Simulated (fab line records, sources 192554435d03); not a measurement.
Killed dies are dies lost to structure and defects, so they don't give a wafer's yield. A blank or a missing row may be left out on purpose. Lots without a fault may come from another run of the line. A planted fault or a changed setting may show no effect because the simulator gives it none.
A struck lot beside a sound one | flow n5_finfet | 20 steps out of a route of 1938
Sound: wafers L162.1, L162.3, L162.5. Struck: wafers L178.2, L178.3, L178.4. The cause comes at the end.
At each step with rows: each side's tool, then ch and its chambers, then its first start. Under that, the readings that differ: sound wafers | struck wafers | difference of the means | sigmas: that difference in standard deviations of wafers without a fault.
alike: readings whose means differ by less than 2 such deviations, and words and numbers that are the same on both sides. not compared: withheld readings, readings that some wafer has no value for, bounds like >300 that may hide the same value, and numbers for which the record gives no deviation and whose values overlap.
The two part at a step that has a row with sigmas, a row that says differs or no value, or rows on one side only. Numbers that don't overlap but have no deviation are shown without sigmas and don't part them. A reading that every wafer of one side lacks parts them only if that side has two wafers or more.

N5_BEOL_M12_ETCH_59: etches BARC in N2/H2, target depth 89 nm, overetch 26.7 nm, time 67.9 s.
  sound on rie_diel-01 ch 0,1,2, day 11 18:16; struck on rie_diel-01 ch 0,1,2, day 16 23:29
  alike: drypump_motor_current_A, oes_product_au, rf_vpp_V, showerhead_plenum_p_Torr, throttle_valve_pct
  not compared: rf_hours_counter_h
N5_BEOL_M12_VIA_ETCH_16: etches SiOC in C4F8/O2/Ar, target depth 724.8 nm.
  sound on rie_diel-01 ch 0,1,2, day 11 18:19; struck on rie_diel-01 ch 0,1,2, day 16 23:32
  alike: O2_flow_sccm, drypump_motor_current_A, oes_product_au, rf_vpp_V, showerhead_plenum_p_Torr, throttle_valve_pct
N5_BEOL_M12_STRIP_63: strips in N2/H2.
  sound on plasma_asher-02 ch 0,1, day 11 18:31; struck on plasma_asher-01 ch 0,1, day 16 23:44
  alike: drypump_motor_current_A, heater_power_w, oes_product_au, strip_time_to_endpoint_s
  not compared: rf_hours_counter_h
N5_BEOL_M12_STRIP_64: strips in N2/H2.
  sound on plasma_asher-02 ch 0,1, day 11 18:34; struck on plasma_asher-01 ch 0,1, day 16 23:48
  alike: drypump_motor_current_A, heater_power_w, oes_product_au, strip_time_to_endpoint_s
  not compared: rf_hours_counter_h
then, 2 steps without rows for these wafers: N5_BEOL_M12_STRIP_71 (strips in post etch residue remover, time 60 s); N5_BEOL_M12_SRD_72 (time 30 s, dry time 30 s).
N5_BEOL_M12_CD_MEAS_17: target cd 140 nm.
  sound on cd_sem-01, day 11 18:43; struck on cd_sem-03, day 16 23:57
  alike: cd_nm
then, 5 steps without rows for these wafers: N5_BEOL_M12_COAT_65 (time 60 s, resist thk 300 nm); N5_BEOL_M12_COAT_66 (time 60 s, resist thk 110 nm); N5_BEOL_M12_COAT_22 (resist thk 300 nm); N5_BEOL_M12_EBR_24; N5_BEOL_M12_SOFTBAKE_23 (time 60 s).
N5_BEOL_M12_EXPOSE_25: exposes mask M12.
  sound on krf_scanner-02 ch 0, day 11 18:52; struck on krf_scanner-02 ch 0, day 17 00:14
  reading                          | sound          | struck         | difference | sigmas
  model.BEOL_M12.overlay_x_nm (nm) | -2.2 -2.2 -2.2 | 20.6 20.6 20.6 | +22.8      |
  alike: mask, exposure_dose_mJ_cm2, focus_offset_nm
then, 3 steps without rows for these wafers: N5_BEOL_M12_PEB_26 (peb time 90 s); N5_BEOL_M12_DEVELOP_27 (develop time 45 s); N5_BEOL_M12_HARDBAKE_32 (time 120 s).
N5_BEOL_M12_CD_MEAS_28: target cd 160.2 nm.
  sound on cd_sem-01 ch 0, day 11 19:02; struck on cd_sem-01 ch 0, day 17 00:25
  alike: cd_nm
N5_BEOL_M12_OVL_MEAS_29:
  sound on overlay-02 ch 0, day 11 19:05; struck on overlay-01 ch 0, day 17 00:26
  reading      | sound   | struck   | difference | sigmas
  M12_OVL (nm) | -2 -6 0 | 17 22 27 | +25        | +5
N5_BEOL_M12_INSPECT_30: inspects for defects (macro).
  sound on defect_inspect-02, day 11 19:06; struck on defect_inspect-02, day 17 00:28
  alike: raw_defect_count
N5_PASSIVATION_PROBE_49:
  the record has rows for the struck wafers here (prober-01, day 18 15:26) and none for the sound ones

WHERE THEY PART
First at N5_BEOL_M12_OVL_MEAS_29; last, within this record, at N5_PASSIVATION_PROBE_49.

WHY: what the simulator had put in
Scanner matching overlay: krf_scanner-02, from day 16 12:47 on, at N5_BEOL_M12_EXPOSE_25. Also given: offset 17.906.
